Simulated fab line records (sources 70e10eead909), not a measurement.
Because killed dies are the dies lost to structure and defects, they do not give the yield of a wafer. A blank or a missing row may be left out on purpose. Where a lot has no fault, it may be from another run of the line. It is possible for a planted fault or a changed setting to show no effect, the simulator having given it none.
Comparing a struck lot with a sound one    flow nandHarc    15 steps out of a route of 1302
Sound: wafers L961.1, L961.3, L961.4. The struck wafers were L975.1, L975.4, L975.5. The cause comes at the end.
Order at every step that has rows: each side's tool, ch and its chambers, its first start. Under that, the readings that differ: sound wafers    struck wafers    difference of the means    sigmas: that difference in standard deviations of wafers without a fault.
alike: words and numbers the same on both sides, and readings whose means are apart by under 2 such deviations; not compared: readings that were withheld, readings missing a value for some wafer, numbers with overlapping values and no deviation given by the record, and bounds like >300 which may hide the same value.
Wherever a step has rows on one side only, a row that says differs or no value, or a row with sigmas, the two part there. Non-overlapping numbers with no deviation appear without sigmas and do not part them. A reading missing from all wafers of one side parts the sides only when that side holds two or more wafers.

NHARC_THIN_TSV_DEP_43: deposits SiO2, target thk 1328.5 nm.
  sound on pecvd-01 ch 0,1,2, day 25 12:25; struck on pecvd-03 ch 0,1,2, day 31 04:02
  alike: throttleValvePct
then, 8 steps without rows for these wafers: NHARC_THIN_TSV_DEHYDRATE_04 (time 120 s); NHARC_THIN_TSV_HMDS_05 (time 30 s); NHARC_THIN_TSV_COAT_06; NHARC_THIN_TSV_SOFTBAKE_07 (time 95 s); NHARC_THIN_TSV_EBR_08; NHARC_THIN_TSV_EXPOSE_09 (exposes mask TSV); NHARC_THIN_TSV_PEB_10 (peb time 85 s); NHARC_THIN_TSV_DEVELOP_11 (time 70 s).
NHARC_THIN_TSV_CD_MEAS_12: the cd target is 1000 nm.
  sound on cdSem-01 ch 0, day 25 13:15; struck on cdSem-02 ch 0, day 31 04:49
  alike: cdNm
then, 1 step without rows for these wafers: NHARC_THIN_TSV_HARDBAKE_13 (time 80 s).
NHARC_THIN_TSV_DESCUM_14: chemistry O2, time 3 s.
  sound on rieDiel-07 ch 1,2,3, day 25 13:25; struck on rieDiel-07 ch 1,2,3, day 31 04:58
reading               sound                 struck                difference  sigmas
throttleValvePct (%)  11.320 11.323 11.324  11.308 11.286 11.299  -0.025      -3
  alike: drypumpMotorCurrentA, oesProductAu, rfVppV, showerheadPlenumPTorr
  not compared: rfHoursCounterH
NHARC_THIN_TSV_ETCH_44: etches the open film in CF4/O2, target depth 1594.2 nm, time 797.1 s.
  sound on rieDiel-07 ch 0,1,2, day 25 13:29; struck on rieDiel-07 ch 0,1,3, day 31 05:07
  no value came back on the struck wafers for any of 8 readings (biasW (W), cf4FlowSccm (sccm) and others); on the sound wafers biasW (W) reads 799.7 804.1 798.4
NHARC_THIN_TSV_ETCH_15: target depth 3000 nm, bosch target overetch cycles 2, bosch etch step 2.8 s.
  sound on rieSi-06 ch 0,1,2, day 25 14:04; struck on rieSi-06 ch 1,3, day 31 05:38
  alike: drypumpMotorCurrentA
  not compared: rfHoursCounterH
NHARC_END_SORT_01:
  sound on prober-02 ch 0, day 26 05:19; struck on prober-02 ch 0, day 31 19:54
reading                 sound           struck                                                             difference                    sigmas
hold                    - - -           awaitDispo/1.7h/scrap awaitDispo/1.7h/scrap awaitDispo/1.7h/scrap  no value on the sound wafers  
defectLimitedYield (%)  87.1 90.5 88.9  0 0 0                                                              -89                           -32
killedAtOther           0 0 0           634 641 613                                                        +629                          +99 or more
killedDies              87 64 75        677 677 677                                                        +602                          +32
sort_bin_2_pct (%)      4.4 3.4 4.4     94.7 96.5 92.6                                                     +90.5                         +70
sortNPass               590 613 602     0 0 0                                                              -602                          -32
sortRimYieldPct (%)     96 93 94        0 0 0                                                              -94                           -29
sortYieldPct (%)        87.1 90.5 88.9  0 0 0                                                              -89                           -32
  alike: killedAtArray, killedAtPeriphery, killedOpen, killedShort, sort_bin_3_pct, sort_bin_4_pct

== WHERE THEY PART ==
Earliest at NHARC_THIN_TSV_DESCUM_14; latest, in this record, at NHARC_END_SORT_01.

WHY: what had been put in by the simulator
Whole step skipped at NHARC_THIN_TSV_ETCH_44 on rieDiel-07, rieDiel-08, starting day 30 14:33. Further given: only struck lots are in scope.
